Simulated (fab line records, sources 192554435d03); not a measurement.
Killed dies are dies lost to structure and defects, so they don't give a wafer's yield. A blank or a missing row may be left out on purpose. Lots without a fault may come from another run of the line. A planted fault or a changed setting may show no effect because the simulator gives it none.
fab line records | flow n5_finfet
record lots=5 wafers=15 last_day=16
route steps=1938 shown BEOL_M1@834 BEOL_M2@841
lots that met no fault: from a run of the same line without faults
start_h: hours from the record's first day to the start of the lot's first wafer shown | wait_h: hours since the lot's step before | " the same as in the row above | L1.1+2: a row that stands for several wafers | - no value, or no start given | * or withheld: withheld | < > ~ a bound
route shown NAME@n: a module of which the file shows steps, and the number in the route of the first | usual: mean/standard deviation of fault-free wafers | same: alike in all rows | chamber/n: place in a boat | sites: the reading at each site | _std_site: their standard deviation | _edge_site: outer sites' mean less inner sites' | radius_mm: how far each site lies from the wafer's centre | mask NAME#n: copy n | behind: the tool/chamber that last shaped the wafer | hold: why the lot was held/for how many hours/how that ended | device: the transistor (n, p or np) that didn't switch | end of line: the same wafers' tests at the end of the route | a step without rows: its recipe alone | killed: dies lost to structure and defects at the first sort, not the wafer's yield | map: a wafer's dies, x killed, . not, _ none there
set.NAME: the setting as run; set.NAME@STEP: as run at that earlier step | model.NAME: the simulator's own value behind a step, which no gauge read
lots at some steps of the route; a table a step, a row a wafer
services: from which hour (start_h, from the record's first day; less than 0 if before it) a tool's chamber was out of use, for how many hours, and why
## steps
# step N5_BEOL_M1_THK_MEAS_53
# recipe thk_meas_gauge=xrf reads=Cu_of_BEOL_M1_ECD_50
# usual M1_THK=40.1/1.4
# columns lot.wafer tool chamber start_h wait_h M1_THK[nm]
L075.2 film_metro-02 - 137.26 - 37.9
L075.5 " - " " 39.8
L075.6 " - " " 39.3
L077.1 film_metro-02 - 148.41 - 39.1
L077.3 " - " " 41.5
L077.4 " - " " 39.5
L079.2 film_metro-02 - 165.54 - 39.9
L079.5 " - " " 40.5
L079.6 " - " " 42.8
L091.1 film_metro-02 - 232.28 - 41.2
L091.4 " - " " 40.9
L091.6 " - " " 40.9
L093.1 film_metro-02 - 241.52 - 41.1
L093.2 " - " " 39.0
L093.6 " - " " 41.8
# step N5_BEOL_M1_PRE_CLEAN_60
# recipe gas=NH3/H2 time_s=15 temp_c=* rf_power_w=300
# usual heater_power_w=83/22
# columns lot.wafer tool chamber start_h wait_h heater_power_w
L075.2 cvd_co-01 2 137.30 0.0 115
L075.5 " 2 " " 119
L075.6 " 0 " " 69
L077.1 cvd_co-01 0 148.44 0.0 70
L077.3 " 1 " " 64
L077.4 " 1 " " 66
L079.2 cvd_co-02 1 165.57 0.0 80
L079.5 " 0 " " 56
L079.6 " 2 " " 103
L091.1 cvd_co-01 1 232.32 0.0 68
L091.4 " 0 " " 71
L091.6 " 2 " " 121
L093.1 cvd_co-02 0 241.68 0.2 58
L093.2 " 2 " " 105
L093.6 " 1 " " 80
# step N5_BEOL_M1_CO_CAP_55
# recipe material=Co target_thk_a=20 temp_c=200 precursor=CCTBA/H2 pressure_torr=30 time_s=102.1
# usual heater_power_w=234/27
# columns lot.wafer tool chamber start_h wait_h heater_power_w
L075.2 cvd_co-01 2 137.34 0.0 278
L075.5 " 2 " " 279
L075.6 " 0 " " 213
L077.1 cvd_co-01 0 148.48 0.0 217
L077.3 " 1 " " 211
L077.4 " 1 " " 211
L079.2 cvd_co-02 1 165.61 0.0 228
L079.5 " 0 " " 204
L079.6 " 2 " " 258
L091.1 cvd_co-01 1 232.36 0.0 216
L091.4 " 0 " " 223
L091.6 " 2 " " 275
L093.1 cvd_co-02 0 241.72 0.0 199
L093.2 " 2 " " 264
L093.6 " 1 " " 223
# step N5_BEOL_M1_PRE_CLEAN_56
# recipe gas=NH3 time_s=15 temp_c=withheld rf_power_w=300
# columns lot.wafer tool chamber start_h wait_h
L075.2+5+6 pecvd-01 0,0,2 137.43 0.1
L077.1+3+4 pecvd-01 0,0,2 148.58 0.1
L079.2+5+6 pecvd-03 1,2,1 165.70 0.1
L091.1+4+6 pecvd-01 0,1,0 232.45 0.1
L093.1+2+6 pecvd-03 0,1,1 241.82 0.1
# step N5_BEOL_M1_DEP_57
# recipe material=SiCN target_thk_a=80 temp_c=withheld precursor=3MS/NH3 pressure_torr=3 rf_w=202 time_s=14
# usual showerhead_plenum_p_Torr=3.666/0.013 throttle_valve_pct=9.0/0.43
# columns lot.wafer tool chamber start_h wait_h showerhead_plenum_p_Torr throttle_valve_pct
L075.2 pecvd-01 0 137.47 0.0 3.656 8.9
L075.5 " 0 " " 3.655 8.8
L075.6 " 2 " " 3.659 9.0
L077.1 pecvd-01 0 148.61 0.0 3.663 9.0
L077.3 " 0 " " 3.651 9.0
L077.4 " 2 " " 3.655 8.9
L079.2 pecvd-03 1 165.73 0.0 3.695 8.6
L079.5 " 2 " " 3.673 9.0
L079.6 " 1 " " 3.699 8.7
L091.1 pecvd-01 0 232.47 0.0 3.655 8.7
L091.4 " 1 " " 3.658 10.4
L091.6 " 0 " " 3.658 9.0
L093.1 pecvd-03 0 241.84 0.0 3.648 9.2
L093.2 " 1 " " 3.687 8.8
L093.6 " 1 " " 3.695 8.5
# step N5_BEOL_M1_RS_MEAS_58
# recipe thk_meas_gauge=four-point-probe reads=Co_of_BEOL_M1_CO_CAP_55+Cu_of_BEOL_M1_ECD_50+Co_of_BEOL_M1_CVD_47+TaN_of_BEOL_M1_ALD_84
# usual M1_RS=0.68/0.031
# columns lot.wafer tool chamber start_h wait_h M1_RS[ohm/sq]
L075.2 film_metro-02 - 137.55 0.1 0.72
L075.5 " - " " 0.68
L075.6 " - " " 0.69
L077.1 film_metro-01 - 148.70 0.1 0.70
L077.3 " - " " 0.65
L077.4 " - " " 0.69
L079.2 film_metro-01 - 165.80 0.1 0.67
L079.5 " - " " 0.66
L079.6 " - " " 0.61
L091.1 film_metro-01 - 232.54 0.0 0.65
L091.4 " - " " 0.66
L091.6 " - " " 0.66
L093.1 film_metro-02 - 241.91 0.0 0.65
L093.2 " - " " 0.70
L093.6 " - " " 0.64
# step N5_BEOL_M1_INSPECT_59
# recipe inspect_instrument=darkfield mode=post_dep
# usual raw_defect_count=70/22
# columns lot.wafer tool chamber start_h wait_h raw_defect_count
L075.2 defect_inspect-01 - 137.58 0.0 56
L075.5 " - " " 43
L075.6 " - " " 52
L077.1 defect_inspect-02 - 148.72 0.0 61
L077.3 " - " " 79
L077.4 " - " " 79
L079.2 defect_inspect-02 - 165.82 0.0 59
L079.5 " - " " 73
L079.6 " - " " 34
L091.1 defect_inspect-01 - 232.57 0.0 58
L091.4 " - " " 88
L091.6 " - " " 103
L093.1 defect_inspect-02 - 241.93 0.0 58
L093.2 " - " " 75
L093.6 " - " " 79
# step N5_BEOL_M2_ILD_DEP_00
# recipe material=SiOC target_thk_a=790 temp_c=350 precursor=DEMS/O2 pressure_torr=5 rf_w=500 time_s=15.3
# usual heater_power_w=493/67 showerhead_plenum_p_Torr=5.699/0.016 throttle_valve_pct=12.1/0.75
# columns lot.wafer tool chamber start_h wait_h heater_power_w showerhead_plenum_p_Torr throttle_valve_pct
L075.2 pecvd-03 2 137.61 0.0 492 5.714 11.8
L075.5 " 2 " " 509 5.701 11.7
L075.6 " 0 " " 475 5.691 12.1
L077.1 pecvd-01 2 148.76 0.0 467 5.670 10.9
L077.3 " 0 " " 495 5.700 11.9
L077.4 " 2 " " 473 5.692 11.2
L079.2 pecvd-03 2 165.86 0.0 494 5.698 11.7
L079.5 " 2 " " 506 5.707 11.9
L079.6 " 1 " " 551 5.739 11.2
L091.1 pecvd-03 2 232.60 0.0 417 5.700 11.7
L091.4 " 1 " " 533 5.717 11.5
L091.6 " 2 " " 438 5.705 12.2
L093.1 pecvd-04 0 241.97 0.0 388 5.709 13.1
L093.2 " 1 " " 534 5.717 13.1
L093.6 " 1 " " 548 5.712 12.8
# step N5_BEOL_M2_THK_MEAS_01
# recipe reads=SiOC_of_BEOL_M2_ILD_DEP_00
# usual M2_ILD_THK=78.8/1.1
# columns lot.wafer tool chamber start_h wait_h M2_ILD_THK[nm]
L075.2 film_metro-01 - 137.68 0.1 77.9
L075.5 " - " " 79.2
L075.6 " - " " 80.9
L077.1 film_metro-01 - 148.84 0.1 78.2
L077.3 " - " " 79.8
L077.4 " - " " 78.7
L079.2 film_metro-01 - 165.93 0.1 78.0
L079.5 " - " " 78.4
L079.6 " - " " 79.8
L091.1 film_metro-01 - 232.67 0.0 77.2
L091.4 " - " " 78.9
L091.6 " - " " 78.2
L093.1 film_metro-02 - 242.04 0.0 76.7
L093.2 " - " " 77.3
L093.6 " - " " 79.3
# step N5_BEOL_M2_PECVD_72
# recipe material=SiO2 target_thk_a=160 temp_c=400 precursor=TEOS/O2 pressure_torr=5.5 rf_w=450 teos_flow_sccm=53.8 gas=O2 flow_sccm=3000 time_s=18
# usual heater_power_w=717/100 showerhead_plenum_p_Torr=8.80/0.056 throttle_valve_pct=22.9/1.4
# columns lot.wafer tool chamber start_h wait_h heater_power_w showerhead_plenum_p_Torr throttle_valve_pct
L075.2 pecvd-04 2 137.72 0.0 552 8.82 22.8
L075.5 " 0 " " 529 8.81 24.0
L075.6 " 1 " " 868 8.84 23.9
L077.1 pecvd-04 1 148.88 0.0 796 8.87 24.2
L077.3 " 2 " " 653 8.84 22.7
L077.4 " 0 " " 500 8.80 24.4
L079.2 pecvd-01 0 165.96 0.0 869 8.76 22.4
L079.5 " 1 " " 845 8.75 25.4
L079.6 " 2 " " 645 8.75 21.2
L091.1 pecvd-03 0 232.71 0.0 750 8.74 23.0
L091.4 " 0 " " 737 8.72 22.7
L091.6 " 2 " " 769 8.82 22.1
L093.1 pecvd-01 1 242.08 0.0 815 8.76 25.5
L093.2 " 0 " " 683 8.75 22.4
L093.6 " 1 " " 824 8.75 25.4
# step N5_BEOL_M2_HM_DEP_02
# recipe material=TiN target_thk_a=200 temp_c=25 chamber_pressure_pa=0.49996
# usual throttle_valve_pct=30.3/0.99
# columns lot.wafer tool chamber start_h wait_h throttle_valve_pct
L075.2 pvd_sputter-02 - 139.07 1.3 29.2
L075.5 " - " " 30.3
L075.6 " - " " 31.1
L077.1 pvd_sputter-03 - 148.94 0.0 31.2
L077.3 " - " " 28.4
L077.4 " - " " 28.6
L079.2 pvd_sputter-01 - 167.67 1.7 31.3
L079.5 " - " " 30.6
L079.6 " - " " 30.0
L091.1 pvd_sputter-03 - 233.79 1.1 28.8
L091.4 " - " " 29.0
L091.6 " - " " 31.1
L093.1 pvd_sputter-01 - 243.82 1.7 30.2
L093.2 " - " " 32.9
L093.6 " - " " 32.9
# step N5_BEOL_M2_COAT_61
# recipe resist=SOC temp_c=250 time_s=60 spin_rpm=1500 resist_thk_nm=60
# columns lot.wafer tool chamber start_h wait_h
L075.2+5+6 litho_track-03 0 139.21 0.1
L077.1+3+4 litho_track-03 0 149.06 0.1
L079.2+5+6 litho_track-05 0 167.79 0.1
L091.1+4+6 litho_track-01 0 233.91 0.1
L093.1+2+6 litho_track-01 0 243.94 0.1
# step N5_BEOL_M2_COAT_62
# recipe resist=SiARC temp_c=220 time_s=60 spin_rpm=1500 resist_thk_nm=12
# columns lot.wafer tool chamber start_h wait_h
L075.2+5+6 litho_track-03 0 - -
L077.1+3+4 litho_track-03 0 - -
L079.2+5+6 litho_track-05 0 - -
L091.1+4+6 litho_track-01 0 - -
L093.1+2+6 litho_track-01 0 - -
# step N5_BEOL_M2_COAT_73
# recipe resist=underlayer temp_c=205 time_s=60 spin_rpm=1500 resist_thk_nm=5
# columns lot.wafer tool chamber start_h wait_h
L075.2+5+6 litho_track-03 0 - -
L077.1+3+4 litho_track-03 0 - -
L079.2+5+6 litho_track-05 0 - -
L091.1+4+6 litho_track-01 0 - -
L093.1+2+6 litho_track-01 0 - -
# step N5_BEOL_M2_COAT_05
# recipe resist=CAR-EUV spin_rpm=1500 resist_thk_nm=30
# columns lot.wafer tool chamber start_h wait_h
L075.2+5+6 litho_track-03 0 - -
L077.1+3+4 litho_track-03 0 - -
L079.2+5+6 litho_track-05 0 - -
L091.1+4+6 litho_track-01 0 - -
L093.1+2+6 litho_track-01 0 - -
# step N5_BEOL_M2_EBR_07
# recipe solvent=PGMEA ebr_width_mm=1.5
# columns lot.wafer tool chamber start_h wait_h
L075.2+5+6 litho_track-03 0 - -
L077.1+3+4 litho_track-03 0 - -
L079.2+5+6 litho_track-05 0 - -
L091.1+4+6 litho_track-01 0 - -
L093.1+2+6 litho_track-01 0 - -
# step N5_BEOL_M2_SOFTBAKE_06
# recipe temp_c=110 time_s=60 resist=CAR-EUV
# columns lot.wafer tool chamber start_h wait_h
L075.2+5+6 litho_track-03 0 - -
L077.1+3+4 litho_track-03 0 - -
L079.2+5+6 litho_track-05 0 - -
L091.1+4+6 litho_track-01 0 - -
L093.1+2+6 litho_track-01 0 - -
# step N5_BEOL_M2_EXPOSE_08
# recipe mask_id=M2 na=0.33 source_shape=dipole sigma_inner=0.369 sigma_outer=0.767 polarization=unpolarized dose_mj=41.25
# usual reticle_temp_C=23.02/0.1
# same sigma_inner=0.369
# columns lot.wafer tool chamber start_h wait_h mask reticle_temp_C
L075.2 euv_scanner-02 0 139.35 - M2#0 23.00
L075.5 " 0 " " M2#0 23.07
L075.6 " 0 " " M2#0 23.10
L077.1 euv_scanner-02 0 149.20 - M2#0 23.07
L077.3 " 0 " " M2#0 22.99
L077.4 " 0 " " M2#0 23.04
L079.2 euv_scanner-01 0 168.06 - M2#0 23.05
L079.5 " 0 " " M2#0 23.02
L079.6 " 0 " " M2#0 23.12
L091.1 euv_scanner-01 0 234.05 - M2#0 22.89
L091.4 " 0 " " M2#0 22.96
L091.6 " 0 " " M2#0 22.94
L093.1 euv_scanner-01 0 244.08 - M2#0 23.07
L093.2 " 0 " " M2#0 23.05
L093.6 " 0 " " M2#0 22.88
# step N5_BEOL_M2_PEB_09
# recipe peb_temp_c=100 peb_time_s=60 resist=CAR-EUV
# columns lot.wafer tool chamber start_h wait_h
L075.2+5+6 litho_track-03 0 139.41 0.1
L077.1+3+4 litho_track-03 0 149.26 0.1
L079.2+5+6 litho_track-01 0 168.12 0.1
L091.1+4+6 litho_track-03 0 234.12 0.1
L093.1+2+6 litho_track-03 0 244.15 0.1
# step N5_BEOL_M2_DEVELOP_10
# recipe develop_time_s=30 developer=TMAH resist=CAR-EUV rinse_liquid=surfactant_rinse dry=air_spin dev_temp_c=23
# columns lot.wafer tool chamber start_h wait_h
L075.2+5+6 litho_track-03 0 - -
L077.1+3+4 litho_track-03 0 - -
L079.2+5+6 litho_track-01 0 - -
L091.1+4+6 litho_track-03 0 - -
L093.1+2+6 litho_track-03 0 - -
# step N5_BEOL_M2_CD_MEAS_11
# recipe target_cd_nm=16.79 landing_energy_ev=500 detector=se_inlens polarity=opening
# usual cd_nm=16.85/0.24
# columns lot.wafer tool chamber start_h wait_h cd_nm
L075.2 cd_sem-02 0 139.48 - 16.72
L075.5 " 0 " " 16.83
L075.6 " 0 " " 16.72
L077.1 cd_sem-03 0 149.33 - 16.57
L077.3 " 0 " " 16.99
L077.4 " 0 " " 16.40
L079.2 cd_sem-01 0 168.19 - 16.68
L079.5 " 0 " " 16.78
L079.6 " 0 " " 16.84
L091.1 cd_sem-03 0 234.18 - 16.88
L091.4 " 0 " " 16.78
L091.6 " 0 " " 16.85
L093.1 cd_sem-02 0 244.21 - 16.88
L093.2 " 0 " " 17.04
L093.6 " 0 " " 16.59
# step N5_BEOL_M2_OVL_MEAS_12
# recipe points_per_wafer=522
# usual M2_OVL=-0.5/0.68
# columns lot.wafer tool chamber start_h wait_h M2_OVL[nm]
L075.2 overlay-01 0 139.51 0.0 0.0
L075.5 " 0 " " -0.3
L075.6 " 0 " " -1.0
L077.1 overlay-01 0 149.36 0.0 -0.3
L077.3 " 0 " " -0.8
L077.4 " 0 " " -1.3
L079.2 overlay-02 0 168.23 0.0 -0.5
L079.5 " 0 " " -0.8
L079.6 " 0 " " 0.3
L091.1 overlay-02 0 234.21 0.0 -0.2
L091.4 " 0 " " -0.7
L091.6 " 0 " " -0.4
L093.1 overlay-01 0 244.24 0.0 -0.6
L093.2 " 0 " " -0.5
L093.6 " 0 " " 0.3
# step N5_BEOL_M2_INSPECT_13
# recipe mode=adi inspect_instrument=brightfield
# usual raw_defect_count=394/93
# columns lot.wafer tool chamber start_h wait_h raw_defect_count
L075.2 defect_inspect-02 - 139.56 0.0 352
L075.5 " - " " 241
L075.6 " - " " 400
L077.1 defect_inspect-01 - 149.42 0.1 368
L077.3 " - " " 319
L077.4 " - " " 283
L079.2 defect_inspect-02 - 168.28 0.0 318
L079.5 " - " " 376
L079.6 " - " " 226
L091.1 defect_inspect-01 - 234.27 0.1 615
L091.4 " - " " 495
L091.6 " - " " 448
L093.1 defect_inspect-02 - 244.31 0.1 353
L093.2 " - " " 405
L093.6 " - " " 404
# step N5_BEOL_M2_DESCUM_16
# recipe chemistry=O2 time_s=7 source_power_w=50 bias_power_w=20 pressure_mtorr=20 rf_frequency_hz=2.712e+07 temp_c=40 resist=CAR-EUV o2_flow_sccm=225
# usual bias_power_w=19.99/0.058 drypump_motor_current_A=5.7/0.53 oes_product_au=0.78/0.081 rf_vpp_V=242.8/1.5 showerhead_plenum_p_Torr=2.07/0.075 temp_c=40.02/0.11 throttle_valve_pct=20.54/0.19
# columns lot.wafer tool chamber start_h wait_h bias_power_w drypump_motor_current_A oes_product_au rf_hours_counter_h rf_vpp_V showerhead_plenum_p_Torr temp_c throttle_valve_pct
L075.2 rie_diel-06 2 139.60 0.0 19.93 5.6 0.93 14 244.4 2.14 40.20 20.24
L075.5 " 2 " " 19.96 5.6 0.93 - 245.0 2.15 40.07 20.25
L075.6 " 3 " " 20.16 5.1 0.96 - 242.0 2.06 40.04 20.30
L077.1 rie_diel-04 0 149.45 0.0 19.89 6.0 0.76 133 244.8 2.18 39.85 20.49
L077.3 " 1 " " 19.95 5.8 0.88 31 244.9 2.13 40.04 20.59
L077.4 " 3 " " 19.98 4.9 0.74 148 242.0 2.01 39.99 20.72
L079.2 rie_diel-04 2 168.31 0.0 19.99 4.8 0.71 199 244.6 2.17 40.27 20.54
L079.5 " 2 " " 19.97 4.9 0.71 - 244.0 2.17 40.20 20.54
L079.6 " 3 " " 19.98 4.9 0.73 - 239.7 2.01 39.98 20.69
L091.1 rie_diel-05 2 234.31 0.0 20.02 6.5 0.79 148 243.8 2.09 40.04 20.38
L091.4 " 1 " " 19.98 6.1 0.72 219 241.1 1.96 40.27 20.64
L091.6 " 1 " " 20.05 6.1 0.71 - 240.8 1.96 40.01 20.65
L093.1 rie_diel-05 2 244.34 0.0 19.93 6.5 0.78 152 242.8 2.09 40.03 20.37
L093.2 " 3 " " 20.01 5.4 0.74 190 241.1 2.08 39.90 20.53
L093.6 " 3 " " 19.93 5.4 0.73 - 241.6 2.08 39.88 20.52
# step N5_BEOL_M2_ETCH_74
# recipe chemistry=N2/H2 target=underlayer target_depth_a=65 mask_material=CAR-EUV time_s=5.2 ion_energy_ev=200 pressure_mtorr=30 source_w=840 bias_w=150 n2_flow_sccm=200 h2_flow_sccm=200 ends=cleared
# usual drypump_motor_current_A=5.7/0.53 etch_rf_on_time_s=5.13/0.14 oes_product_au=0.67/0.07 rf_vpp_V=523.1/2.9 showerhead_plenum_p_Torr=2.51/0.093 throttle_valve_pct=17.93/0.23
# columns lot.wafer tool chamber start_h wait_h drypump_motor_current_A etch_rf_on_time_s oes_product_au rf_hours_counter_h rf_vpp_V showerhead_plenum_p_Torr throttle_valve_pct
L075.2 rie_diel-06 2 139.63 0.0 5.6 5.00 0.79 14 525.1 2.58 17.41
L075.5 " 2 " " 5.6 5.02 0.80 - 525.2 2.58 17.44
L075.6 " 3 " " 5.1 5.04 0.82 - 524.5 2.50 17.67
L077.1 rie_diel-04 0 149.49 0.0 6.0 5.22 0.64 133 527.3 2.67 18.14
L077.3 " 1 " " 5.8 5.17 0.76 31 527.6 2.59 18.04
L077.4 " 3 " " 4.9 5.10 0.62 148 519.2 2.44 18.13
L079.2 rie_diel-04 2 168.35 0.0 4.9 5.48 0.59 199 528.0 2.63 17.88
L079.5 " 2 " " 4.9 5.38 0.60 - 525.6 2.63 17.87
L079.6 " 3 " " 4.9 5.06 0.63 - 520.6 2.44 18.12
L091.1 rie_diel-05 2 234.34 0.0 6.5 5.11 0.67 148 524.1 2.55 17.84
L091.4 " 1 " " 6.1 5.05 0.61 219 520.9 2.40 18.13
L091.6 " 1 " " 6.1 4.97 0.62 - 521.7 2.40 18.11
L093.1 rie_diel-05 2 244.38 0.0 6.5 5.03 0.67 152 522.2 2.55 17.83
L093.2 " 3 " " 5.4 4.92 0.64 190 522.2 2.50 17.73
L093.6 " 3 " " 5.5 4.95 0.64 - 524.6 2.50 17.74
# step N5_BEOL_M2_ETCH_63
# recipe chemistry=CF4 target=SiARC target_depth_a=156 mask_material=CAR-EUV time_s=26 ion_energy_ev=80 pressure_mtorr=40 source_w=545 bias_w=36 Ar_flow_sccm=100 cf4_flow_sccm=100 ends=cleared
# usual drypump_motor_current_A=5.7/0.53 etch_rf_on_time_s=25.6/0.73 oes_product_au=0.67/0.071 rf_vpp_V=183.8/1.2 showerhead_plenum_p_Torr=2.11/0.073 throttle_valve_pct=15.68/0.21
# columns lot.wafer tool chamber start_h wait_h drypump_motor_current_A etch_rf_on_time_s oes_product_au rf_hours_counter_h rf_vpp_V showerhead_plenum_p_Torr throttle_valve_pct
L075.2 rie_diel-06 2 139.65 0.0 5.6 25.3 0.81 14 186.7 2.18 15.32
L075.5 " 2 " " 5.6 25.3 0.81 - 183.9 2.18 15.32
L075.6 " 3 " " 5.1 25.2 0.82 - 184.3 2.10 15.31
L077.1 rie_diel-04 0 149.51 0.0 6.0 26.1 0.64 133 185.7 2.24 15.75
L077.3 " 1 " " 5.8 25.6 0.77 31 184.6 2.19 15.76
L077.4 " 3 " " 4.9 25.4 0.64 148 182.4 2.06 15.82
L079.2 rie_diel-04 2 168.37 0.0 4.9 26.8 0.61 199 184.7 2.21 15.72
L079.5 " 2 " " 4.9 27.1 0.59 - 183.8 2.21 15.72
L079.6 " 3 " " 4.9 25.3 0.63 - 182.1 2.06 15.81
L091.1 rie_diel-05 2 234.36 0.0 6.5 25.7 0.67 148 184.4 2.13 15.54
L091.4 " 1 " " 6.1 25.1 0.62 219 182.7 2.02 15.98
L091.6 " 1 " " 6.1 24.9 0.62 - 181.9 2.02 15.97
L093.1 rie_diel-05 2 244.40 0.0 6.5 25.7 0.66 152 184.2 2.13 15.57
L093.2 " 3 " " 5.4 24.5 0.65 190 182.9 2.12 15.65
L093.6 " 3 " " 5.4 24.9 0.64 - 185.6 2.12 15.65
# step N5_BEOL_M2_ETCH_64
# recipe chemistry=N2/H2 target=SOC target_depth_a=750 overetch_a=225 mask_material=SiARC temp_c=40 time_s=121.9 ion_energy_ev=200 pressure_mtorr=30 source_w=840 bias_w=150 n2_flow_sccm=200 h2_flow_sccm=200
# usual drypump_motor_current_A=5.7/0.53 oes_product_au=0.59/0.059 rf_vpp_V=523.1/2.7 showerhead_plenum_p_Torr=2.51/0.093 temp_c=40.01/0.1 throttle_valve_pct=17.88/0.23
# columns lot.wafer tool chamber start_h wait_h drypump_motor_current_A oes_product_au rf_hours_counter_h rf_vpp_V showerhead_plenum_p_Torr temp_c throttle_valve_pct
L075.2 rie_diel-06 2 139.68 0.0 5.6 0.70 14 526.1 2.58 40.04 17.41
L075.5 " 2 " " 5.6 0.70 - 525.5 2.58 39.93 17.39
L075.6 " 3 " " 5.1 0.72 - 523.1 2.50 40.11 17.66
L077.1 rie_diel-04 0 149.53 0.0 6.1 0.57 133 527.7 2.67 39.97 18.07
L077.3 " 1 " " 5.8 0.68 31 525.0 2.59 39.98 17.98
L077.4 " 3 " " 4.9 0.55 148 520.6 2.44 39.99 18.08
L079.2 rie_diel-04 2 168.39 0.0 4.9 0.55 199 525.6 2.63 40.08 17.85
L079.5 " 2 " " 4.9 0.54 - 527.2 2.63 39.93 17.83
L079.6 " 3 " " 4.9 0.55 - 521.6 2.44 40.13 18.07
L091.1 rie_diel-05 2 234.39 0.0 6.5 0.59 148 523.3 2.55 39.92 17.78
L091.4 " 1 " " 6.1 0.54 219 520.4 2.40 39.98 18.11
L091.6 " 1 " " 6.2 0.53 - 519.8 2.40 39.86 18.10
L093.1 rie_diel-05 2 244.42 0.0 6.5 0.59 152 524.6 2.55 40.20 17.78
L093.2 " 3 " " 5.4 0.55 190 523.8 2.50 39.93 17.70
L093.6 " 3 " " 5.4 0.56 - 522.3 2.50 39.97 17.69
# step N5_BEOL_M2_STRIP_65
# recipe chemistry=N2/H2 temp_c=40 n2_flow_sccm=200 h2_flow_sccm=200 rf_frequency_hz=6e+07
# columns lot.wafer tool chamber start_h wait_h
L075.2+5+6 rie_diel-06 2,2,3 139.79 0.1
L077.1+3+4 rie_diel-04 0,1,3 149.65 0.1
L079.2+5+6 rie_diel-04 2,2,3 168.51 0.1
L091.1+4+6 rie_diel-05 2,1,1 234.50 0.1
L093.1+2+6 rie_diel-05 2,3,3 244.54 0.1
# step N5_BEOL_M2_STRIP_75
# recipe chemistry=N2/H2 temp_c=40 n2_flow_sccm=200 h2_flow_sccm=200 rf_frequency_hz=6e+07
# columns lot.wafer tool chamber start_h wait_h
L075.2+5+6 rie_diel-06 2,2,3 139.80 0.0
L077.1+3+4 rie_diel-04 0,1,3 149.66 0.0
L079.2+5+6 rie_diel-04 2,2,3 168.52 0.0
L091.1+4+6 rie_diel-05 2,1,1 234.51 0.0
L093.1+2+6 rie_diel-05 2,3,3 244.55 0.0
# step N5_BEOL_M2_STRIP_66
# recipe chemistry=CF4 resist=SiARC power_w=300 bias_power_w=75 pressure_mtorr=50 cf4_flow_sccm=150 rf_frequency_hz=6e+07
# usual bias_power_w=74.99/0.25 drypump_motor_current_A=5.7/0.53 oes_product_au=0.77/0.076 rf_vpp_V=270.8/1.6 showerhead_plenum_p_Torr=1.77/0.061 throttle_valve_pct=13.66/0.22
# columns lot.wafer tool chamber start_h wait_h bias_power_w drypump_motor_current_A oes_product_au rf_hours_counter_h rf_vpp_V showerhead_plenum_p_Torr throttle_valve_pct
L075.2 rie_diel-06 2 139.81 0.0 74.90 5.6 0.92 14 272.3 1.84 13.32
L075.5 " 2 " " 75.23 5.6 0.90 - 272.5 1.84 13.31
L075.6 " 3 " " 74.97 5.1 0.94 - 271.5 1.76 13.27
L077.1 rie_diel-04 0 149.67 0.0 75.26 6.1 0.75 133 272.8 1.87 13.72
L077.3 " 1 " " 75.32 5.8 0.89 31 272.0 1.83 13.64
L077.4 " 3 " " 75.40 4.9 0.73 148 269.6 1.72 13.77
L079.2 rie_diel-04 2 168.53 0.0 74.86 4.9 0.71 199 273.3 1.84 13.69
L079.5 " 2 " " 74.84 4.9 0.71 - 273.0 1.84 13.70
L079.6 " 3 " " 74.86 4.9 0.71 - 270.5 1.72 13.78
L091.1 rie_diel-05 2 234.52 0.0 75.29 6.5 0.76 148 271.1 1.79 13.56
L091.4 " 1 " " 74.86 6.1 0.70 219 270.5 1.70 14.02
L091.6 " 1 " " 74.99 6.1 0.70 - 268.5 1.70 14.02
L093.1 rie_diel-05 2 244.56 0.0 74.74 6.5 0.76 152 271.7 1.79 13.57
L093.2 " 3 " " 74.91 5.4 0.73 190 272.3 1.76 13.59
L093.6 " 3 " " 75.30 5.4 0.73 - 271.1 1.76 13.62
# step N5_BEOL_M2_HM_OPEN_17
# recipe chemistry=Cl2/BCl3 target_depth_a=200 overetch_a=60 target=TiN mask_material=SOC ion_energy_ev=150 pressure_mtorr=10 icp_w=1000 bias_w=126 Cl2_flow_sccm=53.25 bcl3_flow_sccm=21.75 Ar_flow_sccm=25
# usual drypump_motor_current_A=5.5/0.34 oes_product_au=0.70/0.059 throttle_valve_pct=21.99/0.15
# columns lot.wafer tool chamber start_h wait_h drypump_motor_current_A oes_product_au rf_hours_counter_h throttle_valve_pct
L075.2 rie_metal-03 1 139.85 0.0 5.1 0.78 6 21.83
L075.5 " 1 " " 5.1 0.78 - 21.80
L075.6 " 0 " " 6.0 0.64 - 22.07
L077.1 rie_metal-03 1 149.71 0.0 5.2 0.77 8 21.79
L077.3 " 0 " " 6.1 0.65 - 22.06
L077.4 " 1 " " 5.2 0.77 - 21.80
L079.2 rie_metal-03 0 168.57 0.0 6.0 0.63 60 22.09
L079.5 " 1 " " 5.1 0.76 - 21.83
L079.6 " 0 " " 6.0 0.63 - 22.09
L091.1 rie_metal-03 1 234.56 0.0 5.1 0.74 13 21.82
L091.4 " 0 " " 6.1 0.63 - 22.08
L091.6 " 0 " " 6.0 0.63 - 22.07
L093.1 rie_metal-02 1 244.60 0.0 5.7 0.75 9 22.14
L093.2 " 0 " " 5.5 0.64 50 21.85
L093.6 " 0 " " 5.5 0.64 - 21.86
## services
# columns tool chamber start_h hours kind
cvd_co-02 - 113.47 6.9 pm
pvd_sputter-03 - 113.99 0.9 repair
pecvd-01 - 118.04 1.3 repair
euv_scanner-01 - 119.88 33.9 repair
pvd_sputter-01 - 129.15 1.9 repair
rie_diel-05 - 130.49 0.3 repair
euv_scanner-02 - 130.51 0.4 repair
pecvd-01 1 132.42 29.7 repair
cvd_co-02 - 137.59 2.8 pm
euv_scanner-01 - 153.78 4.6 pm
pecvd-04 0 154.02 4.6 repair
euv_scanner-02 - 164.25 1.0 pm
euv_scanner-01 - 166.71 1.0 pm
rie_diel-04 0 167.03 32.6 repair
cvd_co-01 - 189.76 1.3 repair
rie_diel-04 3 191.39 5.6 repair
cvd_co-02 2 195.82 16.5 repair
pecvd-01 1 216.04 4.4 repair
rie_diel-05 - 219.24 0.6 repair
euv_scanner-02 - 220.40 1.0 pm
rie_diel-06 - 226.50 4.3 pm
euv_scanner-02 - 229.57 4.6 pm
cvd_co-01 - 241.20 0.5 repair
rie_diel-06 2 244.62 10.0 repair
## key
fault none
